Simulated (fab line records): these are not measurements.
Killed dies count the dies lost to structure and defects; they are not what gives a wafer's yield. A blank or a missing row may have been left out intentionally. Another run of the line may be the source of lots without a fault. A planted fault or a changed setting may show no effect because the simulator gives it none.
Which tool did it? | flow nandHarc | Sampling: 14 lots, 42 wafers, 2 of 1302 route steps

== WHAT EACH GAUGE READ, for each wafer ==
NHARC_A_M1_OVL_MEAS_10: pitch 240 nm. Usual: overlayXNm 0.1 nm, standard deviation 0.83; overlayYNm 0.0 nm, standard deviation 0.86.
lot  | measured     | on         | overlayXNm (nm) | overlayYNm (nm) | flag
L919 | day 23 08:38 | overlay-02 | 0.6 -0.1 0.6    | 0.2 0.1 0.3     | 
L923 | day 24 04:10 | overlay-01 | -0.6 -1.0 -0.6  | 0.1 0.1 -0.2    | 
L925 | day 24 15:24 | overlay-02 | -1.0 -0.8 -1.1  | 1.5 1.1 1.3     | 
L924 | day 24 17:37 | overlay-01 | -0.3 0.1 0.1    | -0.5 0.1 -0.5   | 
L922 | day 25 00:26 | overlay-02 | -0.5 0.0 1.1    | -0.6 0.1 -0.4   | 
L926 | day 25 14:56 | overlay-01 | 0.1 0.1 0.1     | 0.1 -0.5 -0.7   | 
L927 | day 25 19:25 | overlay-02 | -0.6 -0.7 -0.7  | -0.9 -0.8 -0.5  | 
L928 | day 26 09:52 | overlay-02 | -0.2 0.0 -0.2   | 0.2 0.6 -0.2    | 
L929 | day 27 02:24 | overlay-02 | -1.5 -1.5 -1.0  | 0.9 1.6 2.0     | 
L934 | day 28 13:07 | overlay-01 | -0.9 -1.0 -0.9  | -0.3 -0.3 -0.7  | 
L935 | day 28 14:25 | overlay-02 | -1.0 -0.8 -1.3  | 0.2 0.6 0.1     | 
L932 | day 28 15:53 | overlay-01 | -0.7 -0.8 -0.8  | -0.4 0.3 -0.4   | 
L941 | day 31 16:54 | overlay-02 | 0.9 0.6 0.9     | 0.8 0.3 0.8     | 
L942 | day 32 05:50 | overlay-02 | 1.9 2.0 1.5     | 1.3 0.9 0.5     | 

== WHAT TOOL EACH LOT RAN ON (gives the tool, then ch and the chambers of the sampled wafers, and finally the start) ==
lot  | NHARC_A_M0_DEP_32
L919 | pecvd-04 ch 0,2, day 23 07:19
L923 | pecvd-02 ch 0,2, day 24 02:54
L925 | pecvd-04 ch 0,1, day 24 14:04
L924 | pecvd-02 ch 0,1,2, day 24 16:17
L922 | pecvd-03 ch 1,2, day 24 23:05
L926 | pecvd-04 ch 0,1, day 25 13:36
L927 | pecvd-03 ch 1,2, day 25 17:22
L928 | pecvd-03 ch 0,1,2, day 26 08:31
L929 | pecvd-03 ch 0,1, day 27 01:05
L934 | pecvd-04 ch 0,1,2, day 28 11:49
L935 | pecvd-04 ch 0,1,2, day 28 13:17
L932 | pecvd-03 ch 0,1, day 28 14:39
L941 | pecvd-02 ch 0,1,2, day 31 15:41
L942 | pecvd-04 ch 0,1, day 32 04:29
- NHARC_A_M0_DEP_32: deposits SiCN, target thk 30 nm.

== AS READ BY THE TOOLS THEMSELVES (means over the sampled wafers that have a number; for cases with no such wafer, the mark the record gives instead) ==
NHARC_A_M0_DEP_32. Usual: heaterPowerW 598 W, standard deviation 54; susceptorTempC 369.97 C, standard deviation 0.19.
lot  | tool     | heaterPowerW (W) | susceptorTempC (C) | flag
L919 | pecvd-04 | 614              | 369.82             | 
L923 | pecvd-02 | 557              | 369.95             | 
L925 | pecvd-04 | 636              | 369.93             | 
L924 | pecvd-02 | 586              | 369.80             | 
L922 | pecvd-03 | 595              | 370.02             | 
L926 | pecvd-04 | 634              | 370.20             | 
L927 | pecvd-03 | 571              | 369.99             | 
L928 | pecvd-03 | 602              | 369.91             | 
L929 | pecvd-03 | 603              | 370.17             | 
L934 | pecvd-04 | 649              | 369.95             | 
L935 | pecvd-04 | 598              | 369.95             | 
L932 | pecvd-03 | 607              | 370.09             | 
L941 | pecvd-02 | 519              | 370.24             | 
L942 | pecvd-04 | 611              | 370.04             | 

== THE ANSWER, worked out from the rows above alone ==
Rule: lot off if the mean of its wafers having a number is beyond 3 standard deviations from the usual mean. A lot without any number at a reading at which 4 lots or more have one is off too. Any other lot the step has rows for is counted as sound. After the gauges, taken in route order, come the tools' own readings; for these a lot's mean is taken, as printed above. At the first step where some lot is off, the reading lying furthest off is the one used; lots without a number count as furthest.
No lot is off on any of the readings shown, so nothing can be concluded from this.

== WHAT THE SIMULATOR HAD INSERTED ==
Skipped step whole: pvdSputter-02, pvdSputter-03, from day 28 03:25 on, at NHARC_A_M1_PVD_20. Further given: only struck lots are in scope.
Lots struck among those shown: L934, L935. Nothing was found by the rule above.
